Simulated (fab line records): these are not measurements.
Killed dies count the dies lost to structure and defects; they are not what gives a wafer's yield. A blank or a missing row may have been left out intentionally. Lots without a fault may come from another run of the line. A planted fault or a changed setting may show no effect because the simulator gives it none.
Comparing a struck lot with a sound one || flow n5Finfet || 15 steps out of a route of 1938
Sound: these wafers, L934.1, L934.2, L934.4. Struck: wafer L946.4 (left out: L946.1, a lot-mate that was not struck); the cause follows at the end.
Each step with rows lists, per side, the tool, then ch with its chambers, then its first start. Under that, the readings that differ: sound wafers || struck wafers || difference of the means || sigmas: that difference in standard deviations of wafers without a fault.
alike: a reading whose means differ by less than 2 such deviations, as well as words and numbers matching on both sides. not compared: withheld readings; readings where some wafer has no value; bounds like >300 that might hide an equal value; numbers whose values overlap and for which the record gives no deviation.
The two part at a step that has a row with sigmas, a row that says differs or no value, or rows on one side only. Numbers that have no deviation but don't overlap get no sigmas and don't part them. Lack of a reading on every wafer of one side parts them only where that side has two or more wafers.

first, 1 step without rows for these wafers: N5_BEOL_M3_DEVELOP_27 (develop time 30 s).
N5_BEOL_M3_CD_MEAS_28: target cd 25.7 nm, target cd y 23.3 nm.
  sound on cdSem-01 ch 0, day 7 04:47; struck on cdSem-02 ch 0, day 10 15:25
  alike: cdNm
N5_BEOL_M3_OVL_MEAS_29:
  sound on overlay-02 ch 0, day 7 04:49; struck on overlay-02 ch 0, day 10 15:27
  alike: V2_OVL
N5_BEOL_M3_INSPECT_30: inspects for defects (brightfield).
  sound on defectInspect-01 at day 7 04:53; struck on defectInspect-01 at day 10 15:31
  alike: rawDefectCount
N5_BEOL_M3_DESCUM_33: chemistry O2, time 7 s.
  sound on rieDiel-04 ch 0,1,3, day 7 04:55; struck on rieDiel-05 ch 2, day 10 15:40
{"reading": "rfHoursCounterH (h)", "sound": "136 52 165", "struck": 216, "difference": "+98", "sigmas": ""}
  alike: drypumpMotorCurrentA, oesProductAu, rfVppV, showerheadPlenumPTorr, throttleValvePct
N5_BEOL_M3_ETCH_77: etches underlayer in N2/H2, target depth 6.5 nm, time 5.2 s.
  sound on rieDiel-04 ch 0,1,3, day 7 04:57; struck on rieDiel-05 ch 2, day 10 15:41
{"reading": "rfHoursCounterH (h)", "sound": "136 52 165", "struck": 216, "difference": "+98", "sigmas": ""}
  alike: drypumpMotorCurrentA, etchRfOnTimeS, oesProductAu, rfVppV, showerheadPlenumPTorr, throttleValvePct
N5_BEOL_M3_ETCH_69: etches SiARC in CF4, target depth 15.6 nm, time 26 s.
  sound on rieDiel-04 ch 0,1,3, day 7 04:58; struck on rieDiel-05 ch 2, day 10 15:43
{"reading": "rfHoursCounterH (h)", "sound": "136 52 165", "struck": 216, "difference": "+98", "sigmas": ""}
{"reading": "throttleValvePct (%)", "sound": "15.77 15.36 15.55", "struck": 15.89, "difference": "+0.33", "sigmas": "+2"}
  alike: drypumpMotorCurrentA, etchRfOnTimeS, oesProductAu, rfVppV, showerheadPlenumPTorr
N5_BEOL_M3_ALD_98: deposits SiO2, target thk 2.5 nm, pulse time 1 s, co reactant pulse time 1 s.
  sound on aldSin-04 ch 0,1,2, day 7 05:09; struck on aldSin-04 ch 0, day 10 15:48
  alike: heaterPowerW, precursorPulseHeightRel
then, 1 step without rows for these wafers: N5_BEOL_M3_ETCHBACK_99 (etches SiO2 in CHF3, target depth 5 nm, time 10.4 s).
N5_BEOL_M3_ETCH_70: etches SOC in N2/H2, target depth 80 nm, overetch 16 nm, time 120 s.
  sound on rieDiel-05 ch 0,2,3, day 7 07:58; struck on rieDiel-04 ch 0, day 11 01:23
{"reading": "throttleValvePct (%)", "sound": "18.01 17.84 18.11", "struck": 17.65, "difference": -0.34, "sigmas": -2}
  alike: drypumpMotorCurrentA, oesProductAu, rfVppV, showerheadPlenumPTorr
  not compared: rfHoursCounterH
then, 2 steps without rows for these wafers: N5_BEOL_M3_STRIP_71 (strips in N2/H2); N5_BEOL_M3_STRIP_78 (strips in N2/H2).
N5_BEOL_M3_VIA_ETCH_34: etches the open film in C4F6/O2, target depth 69.4 nm, time 65.9 s.
  sound on rieDiel-05 ch 0,2,3, day 7 08:04; struck on rieDiel-04 ch 0, day 11 01:29
{"reading": "oesProductAu (a.u.)", "sound": "0.73 0.87 0.81", "struck": 1.12, "difference": "+0.32", "sigmas": "+6"}
{"reading": "model.etch.depthNm (nm)", "sound": "68.75 71.7 68.64", "struck": 108.5, "difference": "+38.8", "sigmas": ""}
{"reading": "model.SOC_of_BEOL_M3_COAT_67.thkNm (nm)", "sound": "52 51.6 52", "struck": 47.2, "difference": -4.7, "sigmas": ""}
  alike: drypumpMotorCurrentA, rfVppV, showerheadPlenumPTorr, throttleValvePct
  not compared: rfHoursCounterH
then, 1 step without rows for these wafers: N5_BEOL_M3_STRIP_83 (strips in C4F6/O2).
N5_BEOL_M4_RC_MEAS_101:
  sound on prober-02 ch 0, day 8 01:46; struck on prober-01 ch 0, day 11 16:17
  alike: DIBL_N, DIBL_P, IOFF_N, IOFF_P, ION_N, ION_P, SS_N, SS_P, VT_N, VT_P

## WHERE THEY PART
First at N5_BEOL_M3_ETCH_69; last, within this record, at N5_BEOL_M3_VIA_ETCH_34. Later steps at which nothing parts them and some readings are alike: N5_BEOL_M4_RC_MEAS_101.

WHY: whatever the simulator had introduced
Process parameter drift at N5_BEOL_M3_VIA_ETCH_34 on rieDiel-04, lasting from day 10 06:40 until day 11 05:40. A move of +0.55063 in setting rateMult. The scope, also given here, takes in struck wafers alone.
